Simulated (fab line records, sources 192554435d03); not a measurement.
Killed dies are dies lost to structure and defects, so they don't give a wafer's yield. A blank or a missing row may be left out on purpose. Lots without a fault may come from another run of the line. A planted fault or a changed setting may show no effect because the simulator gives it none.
Which tool did it? | flow n5_finfet | 24 lots, 72 wafers sampled, at 6 steps of a route of 1938

WHAT THE GAUGES READ, wafer by wafer
N5_SD_EPI_P_INSPECT_11: inspects for defects (macro). Usual: raw_defect_count 2.0, standard deviation 1.4.
lot  | measured    | on                | raw_defect_count | flag
L074 | day 3 06:07 | defect_inspect-02 | 2 0 2            |
L075 | day 3 11:08 | defect_inspect-01 | 2 0 2            |
L076 | day 3 17:50 | defect_inspect-01 | 2 3 2            |
L077 | day 4 00:33 | defect_inspect-01 | 2 2 0            |
L078 | day 4 09:09 | defect_inspect-01 | 4 1 2            |
L079 | day 4 10:47 | defect_inspect-02 | 1 1 2            |
L080 | day 4 18:42 | defect_inspect-02 | 1 2 3            |
L081 | day 4 22:02 | defect_inspect-02 | 1 1 3            |
L082 | day 5 04:42 | defect_inspect-01 | 1 3 1            |
L083 | day 5 11:04 | defect_inspect-02 | 0 2 1            |
L084 | day 5 21:52 | defect_inspect-01 | 4 2 3            |
L085 | day 6 05:49 | defect_inspect-01 | 1 4 3            |
L086 | day 6 15:23 | defect_inspect-02 | 4 2 3            |
L087 | day 6 19:11 | defect_inspect-01 | 1 6 5            |
L088 | day 6 22:40 | defect_inspect-02 | 5 2 5            |
L089 | day 7 03:20 | defect_inspect-01 | 0 0 3            |
L090 | day 7 13:47 | defect_inspect-01 | 1 1 1            |
L091 | day 7 16:48 | defect_inspect-01 | 3 1 1            |
L092 | day 7 18:16 | defect_inspect-01 | 1 6 4            |
L093 | day 8 02:26 | defect_inspect-02 | 0 2 1            |
L094 | day 8 05:13 | defect_inspect-02 | 1 4 4            |
L095 | day 8 12:44 | defect_inspect-01 | 1 7 1            |
L096 | day 8 17:46 | defect_inspect-01 | 2 2 2            |
L097 | day 9 06:47 | defect_inspect-01 | 1 4 2            |

N5_SDB_INSPECT_13: inspects for defects (brightfield). Usual: raw_defect_count 75, standard deviation 39.
lot  | measured    | on                | raw_defect_count | flag
L074 | day 3 17:46 | defect_inspect-01 | 65 38 61         |
L075 | day 3 22:19 | defect_inspect-02 | 75 73 62         |
L076 | day 4 05:08 | defect_inspect-02 | 83 47 64         |
L077 | day 4 11:56 | defect_inspect-01 | 254 91 200       |
L078 | day 4 20:31 | defect_inspect-01 | 36 51 90         |
L079 | day 4 22:49 | defect_inspect-01 | 115 109 125      |
L080 | day 5 06:28 | defect_inspect-01 | 46 44 97         |
L081 | day 5 09:55 | defect_inspect-01 | 30 24 41         |
L082 | day 5 16:11 | defect_inspect-01 | 38 44 43         |
L083 | day 5 22:51 | defect_inspect-02 | 36 98 33         |
L084 | day 6 09:24 | defect_inspect-02 | 114 111 49       |
L085 | day 6 17:24 | defect_inspect-02 | 53 89 59         |
L086 | day 7 03:32 | defect_inspect-02 | 26 70 45         |
L087 | day 7 21:01 | defect_inspect-02 | 54 31 106        |
L088 | day 7 21:11 | defect_inspect-01 | 103 128 83       |
L089 | day 7 23:14 | defect_inspect-02 | 75 41 94         |
L090 | day 8 02:59 | defect_inspect-02 | 88 46 119        |
L091 | day 8 03:59 | defect_inspect-02 | 69 60 104        |
L092 | day 8 07:21 | defect_inspect-01 | 74 45 37         |
L093 | day 8 14:41 | defect_inspect-02 | 48 65 49         |
L094 | day 8 17:50 | defect_inspect-01 | 54 43 118        |
L095 | day 9 00:58 | defect_inspect-02 | 67 122 62        |
L096 | day 9 06:20 | defect_inspect-02 | 92 60 108        |
L097 | day 9 17:58 | defect_inspect-02 | 141 52 39        |

WHICH TOOL RAN EACH LOT (tool, then ch and the chambers of the sampled wafers, then the start)
lot  | N5_DUMMY_GATE_ETCH_37             | N5_SD_EPI_N_STRIP_38                | N5_SD_EPI_N_VAPOR_ETCH_50      | N5_SD_EPI_P_ETCH_47
L074 | rie_diel-04 ch 2,3, day 2 23:43   | plasma_asher-01 ch 0,1, day 3 02:36 | epi_rpcvd-04 ch 0, day 3 03:22 | rie_diel-03 ch 2,3, day 3 06:40
L075 | rie_diel-03 ch 1,2, day 3 04:31   | plasma_asher-01 ch 0,1, day 3 07:27 | epi_rpcvd-01 ch 0, day 3 08:16 | rie_diel-04 ch 1,2,3, day 3 11:41
L076 | rie_diel-01 ch 0,1,3, day 3 11:13 | plasma_asher-01 ch 1, day 3 14:12   | epi_rpcvd-01 ch 0, day 3 14:55 | rie_diel-04 ch 0,1, day 3 18:23
L077 | rie_diel-01 ch 0,2,3, day 3 17:20 | plasma_asher-02 ch 0,1, day 3 20:10 | epi_rpcvd-01 ch 0, day 3 21:01 | rie_diel-01 ch 0,1,3, day 4 01:06
L078 | rie_diel-04 ch 0,1,3, day 4 01:02 | plasma_asher-02 ch 0,1, day 4 03:56 | epi_rpcvd-02 ch 0, day 4 04:55 | rie_diel-01 ch 0,2,3, day 4 09:42
L079 | rie_diel-04 ch 1,2,3, day 4 04:04 | plasma_asher-01 ch 0,1, day 4 07:11 | epi_rpcvd-04 ch 0, day 4 08:04 | rie_diel-01 ch 0,3, day 4 11:20
L080 | rie_diel-01 ch 0,2, day 4 09:59   | plasma_asher-01 ch 0,1, day 4 12:55 | epi_rpcvd-02 ch 0, day 4 13:59 | rie_diel-01 ch 0,1,3, day 4 19:15
L081 | rie_diel-03 ch 1,3, day 4 15:46   | plasma_asher-02 ch 0,1, day 4 18:32 | epi_rpcvd-01 ch 0, day 4 19:19 | rie_diel-04 ch 1,2,3, day 4 22:49
L082 | rie_diel-03 ch 1,2, day 4 21:31   | plasma_asher-01 ch 0, day 5 00:58   | epi_rpcvd-01 ch 0, day 5 01:44 | rie_diel-01 ch 0,2, day 5 05:15
L083 | rie_diel-03 ch 0,1,2, day 5 04:01 | plasma_asher-02 ch 0,1, day 5 07:26 | epi_rpcvd-01 ch 0, day 5 08:11 | rie_diel-01 ch 0,1,3, day 5 11:37
L084 | rie_diel-03 ch 0,1,3, day 5 11:39 | plasma_asher-01 ch 0,1, day 5 15:24 | epi_rpcvd-01 ch 0, day 5 16:25 | rie_diel-01 ch 1,3, day 5 22:37
L085 | rie_diel-01 ch 1,2,3, day 5 22:03 | plasma_asher-02 ch 0,1, day 6 01:16 | epi_rpcvd-01 ch 0, day 6 02:16 | rie_diel-01 ch 1,2,3, day 6 06:22
L086 | rie_diel-03 ch 1,2,3, day 6 08:49 | plasma_asher-01 ch 0,1, day 6 11:34 | epi_rpcvd-02 ch 0, day 6 12:19 | rie_diel-01 ch 1,2, day 6 15:56
L087 | rie_diel-03 ch 0,2,3, day 6 11:50 | plasma_asher-01 ch 0,1, day 6 14:49 | epi_rpcvd-01 ch 0, day 6 15:39 | rie_diel-03 ch 1,2,3, day 6 19:44
L088 | rie_diel-03 ch 0,2,3, day 6 15:33 | plasma_asher-02 ch 0,1, day 6 18:19 | epi_rpcvd-01 ch 0, day 6 19:11 | rie_diel-01 ch 0,1,3, day 6 23:13
L089 | rie_diel-01 ch 0,3, day 6 19:35   | plasma_asher-02 ch 0,1, day 6 22:53 | epi_rpcvd-01 ch 0, day 6 23:45 | rie_diel-01 ch 1,2,3, day 7 04:19
L090 | rie_diel-01 ch 1,2,3, day 7 06:18 | plasma_asher-02 ch 0,1, day 7 09:28 | epi_rpcvd-01 ch 0, day 7 10:22 | rie_diel-04 ch 1,2, day 7 14:20
L091 | rie_diel-04 ch 2,3, day 7 10:11   | plasma_asher-01 ch 0,1, day 7 13:05 | epi_rpcvd-02 ch 0, day 7 13:49 | rie_diel-01 ch 0,1, day 7 17:21
L092 | rie_diel-04 ch 1,2, day 7 10:48   | plasma_asher-01 ch 0,1, day 7 13:50 | epi_rpcvd-01 ch 0, day 7 14:46 | rie_diel-01 ch 1,2, day 7 19:03
L093 | rie_diel-03 ch 0,3, day 7 18:05   | plasma_asher-01 ch 0,1, day 7 21:36 | epi_rpcvd-02 ch 0, day 7 22:19 | rie_diel-03 ch 1,2,3, day 8 02:59
L094 | rie_diel-03 ch 0,1,3, day 7 21:59 | plasma_asher-02 ch 0, day 8 00:52   | epi_rpcvd-01 ch 0, day 8 01:41 | rie_diel-04 ch 0,1,2, day 8 05:46
L095 | rie_diel-03 ch 0,2,3, day 8 05:09 | plasma_asher-01 ch 0,1, day 8 08:08 | epi_rpcvd-04 ch 0, day 8 08:58 | rie_diel-04 ch 0,1,2, day 8 13:17
L096 | rie_diel-01 ch 0,1, day 8 09:37   | plasma_asher-02 ch 0,1, day 8 12:23 | epi_rpcvd-01 ch 0, day 8 13:17 | rie_diel-04 ch 1,3, day 8 18:42
L097 | rie_diel-01 ch 2,3, day 8 22:55   | plasma_asher-02 ch 0,1, day 9 02:04 | epi_rpcvd-01 ch 0, day 9 02:56 | rie_diel-01 ch 1,2, day 9 07:20
- N5_DUMMY_GATE_ETCH_37: etches SOC in N2/H2, target depth 60 nm, overetch 30 nm.
- N5_SD_EPI_N_STRIP_38: strips in N2/H2.
- N5_SD_EPI_N_VAPOR_ETCH_50: etches Si in HCl, time 54 s.
- N5_SD_EPI_P_ETCH_47: etches SiOCN in CH3F/O2, target depth 25 nm.

WHAT THE TOOLS THEMSELVES READ (means of the sampled wafers that have a number; where no wafer has one, the mark that the record gives instead)
N5_DUMMY_GATE_ETCH_37. Usual: drypump_motor_current_A 5.7 A, standard deviation 0.45; oes_product_au 0.60 a.u., standard deviation 0.066; rf_vpp_V 523.5 V, standard deviation 2.4; showerhead_plenum_p_Torr 2.54 Torr, standard deviation 0.082; throttle_valve_pct 17.76 %, standard deviation 0.27.
lot  | tool        | drypump_motor_current_A (A) | oes_product_au (a.u.) | rf_vpp_V (V) | showerhead_plenum_p_Torr (Torr) | throttle_valve_pct (%) | flag
L074 | rie_diel-04 | 5.5                         | 0.63                  | 522.1        | 2.49                            | 17.49                  |
L075 | rie_diel-03 | 5.9                         | 0.56                  | 525.5        | 2.62                            | 18.05                  |
L076 | rie_diel-01 | 5.5                         | 0.63                  | 523.9        | 2.57                            | 17.72                  |
L077 | rie_diel-01 | 5.3                         | 0.61                  | 523.3        | 2.55                            | 17.75                  |
L078 | rie_diel-04 | 5.6                         | 0.58                  | 521.8        | 2.43                            | 17.74                  |
L079 | rie_diel-04 | 5.7                         | 0.64                  | 520.7        | 2.46                            | 17.45                  |
L080 | rie_diel-01 | 5.1                         | 0.61                  | 522.4        | 2.47                            | 17.76                  |
L081 | rie_diel-03 | 5.9                         | 0.56                  | 525.5        | 2.56                            | 18.07                  |
L082 | rie_diel-03 | 5.9                         | 0.56                  | 525.8        | 2.62                            | 18.08                  |
L083 | rie_diel-03 | 5.8                         | 0.56                  | 525.4        | 2.58                            | 17.85                  |
L084 | rie_diel-03 | 6.0                         | 0.55                  | 524.5        | 2.55                            | 17.92                  |
L085 | rie_diel-01 | 5.5                         | 0.65                  | 523.2        | 2.54                            | 17.64                  |
L086 | rie_diel-03 | 5.7                         | 0.55                  | 525.1        | 2.59                            | 18.04                  |
L087 | rie_diel-03 | 5.6                         | 0.55                  | 523.9        | 2.55                            | 17.82                  |
L088 | rie_diel-03 | 5.6                         | 0.55                  | 524.1        | 2.55                            | 17.83                  |
L089 | rie_diel-01 | 5.2                         | 0.56                  | 524.7        | 2.56                            | 17.91                  |
L090 | rie_diel-01 | 5.5                         | 0.64                  | 523.5        | 2.53                            | 17.66                  |
L091 | rie_diel-04 | 5.9                         | 0.65                  | 523.9        | 2.53                            | 17.43                  |
L092 | rie_diel-04 | 5.9                         | 0.64                  | 520.4        | 2.42                            | 17.46                  |
L093 | rie_diel-03 | 5.8                         | 0.54                  | 523.1        | 2.51                            | 17.90                  |
L094 | rie_diel-03 | 6.1                         | 0.54                  | 523.3        | 2.54                            | 17.97                  |
L095 | rie_diel-03 | 5.6                         | 0.61                  | 523.8        | 2.54                            | 17.69                  |
L096 | rie_diel-01 | 5.2                         | 0.73                  | 522.3        | 2.50                            | 17.53                  |
L097 | rie_diel-01 | 5.5                         | 0.61                  | 525.0        | 2.59                            | 17.72                  |

N5_SD_EPI_N_STRIP_38. Usual: drypump_motor_current_A 5.35 A, standard deviation 0.22; heater_power_w 307 W, standard deviation 24; oes_product_au 0.761 a.u., standard deviation 0.011.
lot  | tool            | drypump_motor_current_A (A) | heater_power_w (W) | oes_product_au (a.u.) | flag
L074 | plasma_asher-01 | 5.53                        | 300                | 0.777                 |
L075 | plasma_asher-01 | 5.54                        | 297                | 0.764                 |
L076 | plasma_asher-01 | 5.35                        | 337                | 0.768                 |
L077 | plasma_asher-02 | 5.24                        | 300                | 0.763                 |
L078 | plasma_asher-02 | 5.11                        | 309                | 0.755                 |
L079 | plasma_asher-01 | 5.53                        | 300                | 0.765                 |
L080 | plasma_asher-01 | 5.53                        | 304                | 0.769                 |
L081 | plasma_asher-02 | 5.14                        | 309                | 0.755                 |
L082 | plasma_asher-01 | 5.63                        | 280                | 0.758                 |
L083 | plasma_asher-02 | 5.12                        | 310                | 0.758                 |
L084 | plasma_asher-01 | 5.44                        | 319                | 0.760                 |
L085 | plasma_asher-02 | 5.10                        | 310                | 0.763                 |
L086 | plasma_asher-01 | 5.53                        | 300                | 0.767                 |
L087 | plasma_asher-01 | 5.45                        | 326                | 0.751                 |
L088 | plasma_asher-02 | 5.26                        | 303                | 0.761                 |
L089 | plasma_asher-02 | 5.24                        | 303                | 0.754                 |
L090 | plasma_asher-02 | 5.25                        | 301                | 0.763                 |
L091 | plasma_asher-01 | 5.55                        | 293                | 0.768                 |
L092 | plasma_asher-01 | 5.50                        | 298                | 0.764                 |
L093 | plasma_asher-01 | 5.43                        | 322                | 0.761                 |
L094 | plasma_asher-02 | 5.02                        | 318                | 0.762                 |
L095 | plasma_asher-01 | 5.52                        | 303                | 0.758                 |
L096 | plasma_asher-02 | 5.12                        | 307                | 0.766                 |
L097 | plasma_asher-02 | 5.14                        | 312                | 0.759                 |

N5_SD_EPI_N_VAPOR_ETCH_50. Usual: throttle_valve_pct 11.4 %, standard deviation 0.35.
lot  | tool         | throttle_valve_pct (%) | flag
L074 | epi_rpcvd-04 | 12.1                   |
L075 | epi_rpcvd-01 | 11.1                   |
L076 | epi_rpcvd-01 | 11.1                   |
L077 | epi_rpcvd-01 | 11.3                   |
L078 | epi_rpcvd-02 | 11.4                   |
L079 | epi_rpcvd-04 | 12.2                   |
L080 | epi_rpcvd-02 | 11.4                   |
L081 | epi_rpcvd-01 | 11.3                   |
L082 | epi_rpcvd-01 | 11.2                   |
L083 | epi_rpcvd-01 | 11.1                   |
L084 | epi_rpcvd-01 | 11.2                   |
L085 | epi_rpcvd-01 | 11.1                   |
L086 | epi_rpcvd-02 | 11.5                   |
L087 | epi_rpcvd-01 | 11.4                   |
L088 | epi_rpcvd-01 | 11.2                   |
L089 | epi_rpcvd-01 | 11.3                   |
L090 | epi_rpcvd-01 | 11.4                   |
L091 | epi_rpcvd-02 | 11.6                   |
L092 | epi_rpcvd-01 | 11.3                   |
L093 | epi_rpcvd-02 | 11.5                   |
L094 | epi_rpcvd-01 | 11.5                   |
L095 | epi_rpcvd-04 | 12.2                   |
L096 | epi_rpcvd-01 | 11.3                   |
L097 | epi_rpcvd-01 | 11.2                   |

N5_SD_EPI_P_ETCH_47. Usual: drypump_motor_current_A 5.5 A, standard deviation 0.4; oes_product_au 0.79 a.u., standard deviation 0.083; rf_vpp_V 126.9 V, standard deviation 2.3; showerhead_plenum_p_Torr 1.98 Torr, standard deviation 0.071; throttle_valve_pct 16.19 %, standard deviation 0.2.
lot  | tool        | drypump_motor_current_A (A) | oes_product_au (a.u.) | rf_vpp_V (V) | showerhead_plenum_p_Torr (Torr) | throttle_valve_pct (%) | flag
L074 | rie_diel-03 | 5.5                         | 0.70                  | 126.8        | 2.01                            | 16.40                  |
L075 | rie_diel-04 | 5.6                         | 0.83                  | 125.2        | 1.94                            | 16.02                  |
L076 | rie_diel-04 | 5.7                         | 0.76                  | 124.9        | 1.89                            | 16.19                  |
L077 | rie_diel-01 | 5.5                         | 0.79                  | 125.9        | 2.02                            | 16.19                  |
L078 | rie_diel-01 | 5.2                         | 0.77                  | 127.6        | 2.01                            | 16.26                  |
L079 | rie_diel-01 | 5.4                         | 0.76                  | 128.6        | 2.06                            | 16.25                  |
L080 | rie_diel-01 | 5.4                         | 0.79                  | 127.1        | 2.02                            | 16.21                  |
L081 | rie_diel-04 | 5.7                         | 0.80                  | 126.0        | 1.94                            | 16.05                  |
L082 | rie_diel-01 | 5.0                         | 0.73                  | 126.8        | 1.97                            | 16.37                  |
L083 | rie_diel-01 | 5.4                         | 0.78                  | 126.6        | 2.02                            | 16.22                  |
L084 | rie_diel-01 | 5.7                         | 0.84                  | 125.9        | 2.01                            | 16.09                  |
L085 | rie_diel-01 | 5.5                         | 0.82                  | 127.0        | 2.00                            | 16.13                  |
L086 | rie_diel-01 | 5.6                         | 0.85                  | 125.2        | 1.95                            | 16.10                  |
L087 | rie_diel-03 | 5.7                         | 0.69                  | 128.2        | 2.03                            | 16.51                  |
L088 | rie_diel-01 | 5.5                         | 0.78                  | 126.7        | 2.01                            | 16.24                  |
L089 | rie_diel-01 | 5.5                         | 0.81                  | 127.3        | 2.00                            | 16.16                  |
L090 | rie_diel-04 | 5.9                         | 0.80                  | 127.0        | 1.91                            | 16.02                  |
L091 | rie_diel-01 | 5.2                         | 0.93                  | 125.8        | 1.97                            | 16.00                  |
L092 | rie_diel-01 | 5.5                         | 0.83                  | 125.5        | 1.95                            | 16.12                  |
L093 | rie_diel-03 | 5.7                         | 0.77                  | 129.0        | 2.02                            | 16.38                  |
L094 | rie_diel-04 | 5.9                         | 0.77                  | 127.7        | 1.95                            | 16.18                  |
L095 | rie_diel-04 | 5.9                         | 0.78                  | 125.5        | 1.95                            | 16.18                  |
L096 | rie_diel-04 | 5.4                         | 0.72                  | 125.7        | 1.88                            | 16.23                  |
L097 | rie_diel-01 | 5.6                         | 0.82                  | 125.8        | 1.94                            | 16.13                  |

THE ANSWER, worked out from the rows above alone
Rule: a lot is off if the mean of its wafers that have a number lies more than 3 standard deviations from the usual mean. A lot without any number at a reading at which 4 lots or more have one is off too. The other lots that the step has rows for count as sound. The gauges are gone through in route order, then the tools' own readings, and for those a lot's mean is taken as printed above. The first step at which some lot is off is used, and at that step the reading that is off furthest; a lot without a number counts as furthest.
No lot is off at any reading shown: from this, nothing can be told.

WHAT THE SIMULATOR HAD PUT IN
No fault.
